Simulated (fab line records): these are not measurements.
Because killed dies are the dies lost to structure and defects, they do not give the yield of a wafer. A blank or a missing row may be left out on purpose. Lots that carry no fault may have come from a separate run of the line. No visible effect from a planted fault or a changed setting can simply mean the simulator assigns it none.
Matching of chambers || flow n5Finfet || N5_BEOL_M14_VIA_ETCH_16 on rieDiel-01 has 4 sister chambers
The step etches SiO2 in C4F8/O2/Ar, target depth 1231.3 nm. 14 wafers are shown with their chamber, then 7 later ones without.

== WAFERS, EACH WITH ITS CHAMBER ==
{"wafer": "L075.2", "chamber": 2, "showerheadPlenumPTorr (Torr)": 3.36, "rfVppV (V)": 2204, "throttleValvePct (%)": 30.62}
{"wafer": "L075.3", "chamber": 3, "showerheadPlenumPTorr (Torr)": 3.33, "rfVppV (V)": 2224, "throttleValvePct (%)": 30.74}
{"wafer": "L075.4", "chamber": 2, "showerheadPlenumPTorr (Torr)": 3.36, "rfVppV (V)": 2203, "throttleValvePct (%)": 30.62}
{"wafer": "L077.2", "chamber": 1, "showerheadPlenumPTorr (Torr)": 3.39, "rfVppV (V)": 2218, "throttleValvePct (%)": 30.84}
{"wafer": "L077.4", "chamber": 3, "showerheadPlenumPTorr (Torr)": 3.33, "rfVppV (V)": 2225, "throttleValvePct (%)": 30.75}
{"wafer": "L077.5", "chamber": 1, "showerheadPlenumPTorr (Torr)": 3.39, "rfVppV (V)": 2218, "throttleValvePct (%)": 30.85}
{"wafer": "L080.1", "chamber": 2, "showerheadPlenumPTorr (Torr)": 3.35, "rfVppV (V)": 2202, "throttleValvePct (%)": 30.64}
{"wafer": "L080.5", "chamber": 3, "showerheadPlenumPTorr (Torr)": 3.33, "rfVppV (V)": 2225, "throttleValvePct (%)": 30.77}
{"wafer": "L080.6", "chamber": 0, "showerheadPlenumPTorr (Torr)": 3.66, "rfVppV (V)": 2229, "throttleValvePct (%)": 30.89}
{"wafer": "L086.1", "chamber": 3, "showerheadPlenumPTorr (Torr)": 3.32, "rfVppV (V)": 2226, "throttleValvePct (%)": 30.77}
{"wafer": "L086.3", "chamber": 2, "showerheadPlenumPTorr (Torr)": 3.34, "rfVppV (V)": 2200, "throttleValvePct (%)": 30.65}
{"wafer": "L086.4", "chamber": 0, "showerheadPlenumPTorr (Torr)": 3.65, "rfVppV (V)": 2229, "throttleValvePct (%)": 30.87}
{"wafer": "L087.3", "chamber": 3, "showerheadPlenumPTorr (Torr)": 3.32, "rfVppV (V)": 2222, "throttleValvePct (%)": 30.79}
{"wafer": "L087.4", "chamber": 2, "showerheadPlenumPTorr (Torr)": 3.34, "rfVppV (V)": 2201, "throttleValvePct (%)": 30.66}

SIGNATURES (means of the wafers above)
{"reading": "showerheadPlenumPTorr", "chamber 0": 3.6550, "chamber 1": 3.3900, "chamber 2": 3.3500, "chamber 3": 3.3260, "scatter within a chamber": 0.00755}
{"reading": "rfVppV", "chamber 0": 2229.00, "chamber 1": 2218.00, "chamber 2": 2202.00, "chamber 3": 2224.40, "scatter within a chamber": 1.39}
{"reading": "throttleValvePct", "chamber 0": 30.8800, "chamber 1": 30.8450, "chamber 2": 30.6380, "chamber 3": 30.7640, "scatter within a chamber": 0.0175}
Rule: distance of a wafer from a chamber = root of the sum over the readings of ((wafer's reading minus chamber's mean) / reading's scatter) squared. The wafer belongs to the nearest chamber; if the next one is less than 2 further off, it can't be placed. The scatter: take each reading less its chamber's mean, square it, sum over the shown wafers, divide by the number of wafers less the number of chambers, and take the root.

== WAFERS WITHOUT THEIR CHAMBER ==
{"wafer": "L087.6", "showerheadPlenumPTorr (Torr)": 3.65, "rfVppV (V)": 2228, "throttleValvePct (%)": 30.89}
{"wafer": "L089.4", "showerheadPlenumPTorr (Torr)": 3.37, "rfVppV (V)": 2218, "throttleValvePct (%)": 30.79}
{"wafer": "L089.5", "showerheadPlenumPTorr (Torr)": 3.32, "rfVppV (V)": 2224, "throttleValvePct (%)": 30.80}
{"wafer": "L089.6", "showerheadPlenumPTorr (Torr)": 3.34, "rfVppV (V)": 2201, "throttleValvePct (%)": 30.65}
{"wafer": "L097.1", "showerheadPlenumPTorr (Torr)": 3.31, "rfVppV (V)": 2223, "throttleValvePct (%)": 30.80}
{"wafer": "L097.3", "showerheadPlenumPTorr (Torr)": 3.33, "rfVppV (V)": 2200, "throttleValvePct (%)": 30.68}
{"wafer": "L097.5", "showerheadPlenumPTorr (Torr)": 3.64, "rfVppV (V)": 2227, "throttleValvePct (%)": 30.90}

== EACH ONE'S CHAMBER ==
{"wafer": "L087.6", "from the rows above": 0, "in truth": 0}
{"wafer": "L089.4", "from the rows above": 1, "in truth": 1}
{"wafer": "L089.5", "from the rows above": 3, "in truth": 3}
{"wafer": "L089.6", "from the rows above": 2, "in truth": 2}
{"wafer": "L097.1", "from the rows above": 3, "in truth": 3}
{"wafer": "L097.3", "from the rows above": 2, "in truth": 2}
{"wafer": "L097.5", "from the rows above": 0, "in truth": 0}
Placed correctly: 7 of 7. Not placeable from these rows: 0. 0 placed wrongly.
